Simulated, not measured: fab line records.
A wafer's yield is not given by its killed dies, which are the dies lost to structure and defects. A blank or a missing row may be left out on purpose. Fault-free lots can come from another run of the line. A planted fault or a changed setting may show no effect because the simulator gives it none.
2 desks looking at one fault ; flow nand harc ; each desk holds nothing but its own numbers, with what lay behind them at the end

## THE DEFECT DESK
What the inspections along the route counted, lot by lot: means of the sampled wafers that have a number. Any lot whose mean is over 4 standard deviations away from the usual mean is out of limits and marked OUT; that distance is given in the brackets.
Columns: A = raw defect count at NHARC_A_ZERO_WELL_INSPECT_17, usual 10
lot;first seen here;A
L440;day 7 06:02;10
L443;day 8 11:36;10
L444;day 9 02:25;6
L445;day 9 03:26;17
L447;day 10 00:14;7
L446;day 10 01:13;7
L448;day 10 16:24;10
L449;day 11 02:14;15
L456;day 14 00:08;7
L458;day 14 21:43;12
L459;day 15 03:22;12
L461;day 15 22:19;11
L462;day 16 10:40;8
This desk's verdict: no lot among the 13 shows anything out of limits.

## AT THE METROLOGY DESK
Lot by lot, what the gauges showed, no matter which tool ran the lot: averages of those sampled wafers that carry a number. Any lot whose mean is over 4 standard deviations away from the usual mean is out of limits and marked OUT; that distance is given in the brackets.
Columns: A = thk nm at NHARC_A_ONON_D1_THK_MEAS_14, usual 997 nm
lot;first seen here;A
L440;day 8 05:15;1013
L443;day 9 11:05;1005
L445;day 10 01:51;1004
L444;day 10 01:53;999
L446;day 11 00:34;1006
L447;day 11 00:35;996
L448;day 11 17:14;993
L449;day 12 01:23;996
L456;day 15 01:08;1854 (+99) OUT
L458;day 15 20:26;1847 (+98) OUT
L459;day 16 02:53;996
L461;day 16 23:50;1000
L462;day 17 10:53;997
This desk's finding: out of limits on L456, L458; first on L456, day 15 01:08 (thk nm at NHARC_A_ONON_D1_THK_MEAS_14). Within limits: L440, L443, L445, L444, L446, L447, L448, L449, L459, L461, L462.

## PUT TOGETHER
An alarm was possible from the metrology desk at day 15 01:08, on L456, L458.
Nothing out of limits was seen by the defect desk.
The defect desk has L456, L458 on record, within its limits.
All the named lots went through NHARC_A_ONON_D1_DEP_12 on pecvd onon-04.

## WHAT THE SIMULATOR HAD PUT IN
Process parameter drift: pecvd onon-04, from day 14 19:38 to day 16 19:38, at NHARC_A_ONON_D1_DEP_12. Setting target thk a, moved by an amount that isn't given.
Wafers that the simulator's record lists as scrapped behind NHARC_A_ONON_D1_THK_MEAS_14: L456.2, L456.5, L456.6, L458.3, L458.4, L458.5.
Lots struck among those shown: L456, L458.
Time in hours between the start of the fault and the first out-of-limits reading at each desk: metrology desk, 6.
